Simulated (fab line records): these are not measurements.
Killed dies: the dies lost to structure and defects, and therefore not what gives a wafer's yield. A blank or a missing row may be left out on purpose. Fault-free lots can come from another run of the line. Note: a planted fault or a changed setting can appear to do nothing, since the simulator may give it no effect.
Comparing a struck lot with a sound one + flow n5_finfet + 22 out of 1938 route steps
Sound: these wafers, L277.1, L277.3, L277.4. The struck wafers were L288.3, L288.4. The cause is named last.
At each step with rows: each side's tool, then ch and its chambers, then its first start. Under that, the readings that differ: sound wafers + struck wafers + difference of the means + sigmas: that difference in standard deviations of wafers without a fault.
alike: same words and numbers on both sides, and readings whose means sit less than 2 such deviations apart. not compared: any withheld reading, any reading some wafer has no value for, any bound like >300 that may hide the same value, and any number with overlapping values for which the record gives no deviation.
The two part at a step that has a row with sigmas, a row that says differs or no value, or rows on one side only. Numbers that don't overlap but have no deviation are shown without sigmas and don't part them. A reading that every wafer of one side lacks parts them only if that side has two wafers or more.

first, 6 steps without rows for these wafers: N5_MOL_CONTACT_COAG_COAT_02 (resist thk 30 nm); N5_MOL_CONTACT_COAG_EBR_04; N5_MOL_CONTACT_COAG_SOFTBAKE_03 (time 60 s); N5_MOL_CONTACT_COAG_EXPOSE_05 (exposes mask CA, defocus 0 nm); N5_MOL_CONTACT_COAG_PEB_06 (peb time 60 s); N5_MOL_CONTACT_COAG_DEVELOP_07 (develop time 30 s).
N5_MOL_CONTACT_COAG_CD_MEAS_08: target cd 28 nm.
  sound on cd_sem-03 ch 0, day 4 22:06; struck on cd_sem-01 ch 0, day 7 16:34
  alike: cd_nm
N5_MOL_CONTACT_COAG_OVL_MEAS_09:
  sound on overlay-02 ch 0, day 4 22:08; struck on overlay-02 ch 0, day 7 16:36
| reading     | sound       | struck    | difference | sigmas |
|-------------|-------------|-----------|------------|--------|
| CA_OVL (nm) | 0.3 1.1 2.2 | -0.3 -0.5 | -1.6       | -2     |
N5_MOL_CONTACT_COAG_INSPECT_10: inspects for defects (brightfield).
  struck on defect_inspect-02, day 7 16:38; sound on defect_inspect-01, day 4 22:11
  alike: raw_defect_count
N5_MOL_CONTACT_COAG_DESCUM_13: chemistry O2, time 7 s.
  sound on rie_diel-06 ch 0,1,2, day 4 22:13; struck on rie_diel-06 ch 2,3, day 7 16:52
  alike: drypump_motor_current_A, oes_product_au, rf_vpp_V, showerhead_plenum_p_Torr, throttle_valve_pct
  not compared: rf_hours_counter_h
N5_MOL_CONTACT_COAG_ETCH_59: etches underlayer in N2/H2, target depth 13 nm, time 10.4 s.
  sound on rie_diel-06 ch 0,1,2, day 4 22:15; struck on rie_diel-06 ch 2,3, day 7 16:55
  alike: drypump_motor_current_A, etch_rf_on_time_s, oes_product_au, rf_vpp_V, showerhead_plenum_p_Torr, throttle_valve_pct
  not compared: rf_hours_counter_h
then, 1 step without rows for these wafers: N5_MOL_CONTACT_COAG_ETCH_105 (etches SiARC in CF4, target depth 15.6 nm, time 26 s).
N5_MOL_CONTACT_COAG_ETCH_106: etches SOC in N2/H2, target depth 80 nm, overetch 16 nm, time 120 s.
  sound on rie_diel-06 ch 0,1,2, day 4 22:18; struck on rie_diel-06 ch 2,3, day 7 16:57
| reading                                              | sound       | struck | difference | sigmas |
|------------------------------------------------------|-------------|--------|------------|--------|
| model.SiARC_of_MOL_CONTACT_COAG_COAT_104.thk_nm (nm) | 6.4 6.6 6.6 | 5 4.4  | -2         |        |
| model.MOL_CONTACT_COAG.cd_offset_nm (nm)             | 0 0 -0.2    | 1 0.8  | +1         |        |
  alike: drypump_motor_current_A, oes_product_au, rf_vpp_V, showerhead_plenum_p_Torr, throttle_valve_pct
  not compared: rf_hours_counter_h
then, 2 steps without rows for these wafers: N5_MOL_CONTACT_COAG_STRIP_107 (strips in N2/H2); N5_MOL_CONTACT_COAG_STRIP_108 (strips in N2/H2).
N5_MOL_CONTACT_COAG_CONTACT_ETCH_14: etches SiO2 in C4F6/O2, target depth 27.5 nm, overetch 8.5 nm, time 20 s.
  sound on rie_diel-06 ch 0,1,2, day 4 22:24; struck on rie_diel-06 ch 2,3, day 7 17:04
  alike: drypump_motor_current_A, oes_product_au, rf_vpp_V, showerhead_plenum_p_Torr, throttle_valve_pct
  not compared: rf_hours_counter_h
then, 1 step without rows for these wafers: N5_MOL_CONTACT_COAG_STRIP_109 (strips in C4F6/O2).
N5_MOL_CONTACT_COAG_ETCH_15: etches SiNx in CH3F/O2, stops on Si:P, target depth 7 nm.
  sound on rie_diel-06 ch 0,1,2, day 4 22:26; struck on rie_diel-06 ch 2,3, day 7 17:05
  alike: drypump_motor_current_A, oes_product_au, rf_vpp_V, showerhead_plenum_p_Torr, throttle_valve_pct
  not compared: rf_hours_counter_h
N5_MOL_CONTACT_COAG_ETCH_110: etches Si in CF4/O2, target depth 2.5 nm, time 8 s.
  sound on rie_diel-06 ch 0,1,2, day 4 22:30; struck on rie_diel-06 ch 2,3, day 7 17:09
| reading                                  | sound         | struck | difference | sigmas |
|------------------------------------------|---------------|--------|------------|--------|
| model.MOL_CONTACT_COAG.cd_offset_nm (nm) | 0.2 -0.2 -0.2 | 0.8 1  | +1.0       |        |
  alike: drypump_motor_current_A, oes_product_au, rf_vpp_V, showerhead_plenum_p_Torr, throttle_valve_pct
  not compared: rf_hours_counter_h
N5_MOL_CONTACT_COAG_STRIP_98: strips in N2/H2.
  sound on rie_diel-06 ch 0,1,2, day 4 22:33; struck on rie_diel-06 ch 2,3, day 7 17:12
  alike: drypump_motor_current_A, oes_product_au, rf_vpp_V, showerhead_plenum_p_Torr, throttle_valve_pct
  not compared: rf_hours_counter_h
-- here the record skips 6 days between the struck wafers' starts before and after, leaving off in module MOL_CONTACT_COAG and picking up in module BEOL_M4 (first step shown: number 1111 of the route) --
N5_BEOL_M4_RC_MEAS_101:
  sound on prober-01 ch 0, day 7 20:54; struck on prober-01 ch 0, day 13 11:58
| reading   | sound                | struck        | difference | sigmas |
|-----------|----------------------|---------------|------------|--------|
| VT_P (mV) | -246.7 -246.9 -244.5 | -253.3 -251.8 | -6.5       | -2     |
  alike: DIBL_N, DIBL_P, IOFF_N, IOFF_P, ION_N, ION_P, SS_N, SS_P, VT_N
N5_PASSIVATION_PROBE_49:
  sound wafers here have rows in the record (prober-02, day 11 11:47); struck ones have none

## WHERE THEY PART
At N5_MOL_CONTACT_COAG_OVL_MEAS_09 first; at N5_PASSIVATION_PROBE_49 last (within this record only).

WHY: the cause the simulator had injected
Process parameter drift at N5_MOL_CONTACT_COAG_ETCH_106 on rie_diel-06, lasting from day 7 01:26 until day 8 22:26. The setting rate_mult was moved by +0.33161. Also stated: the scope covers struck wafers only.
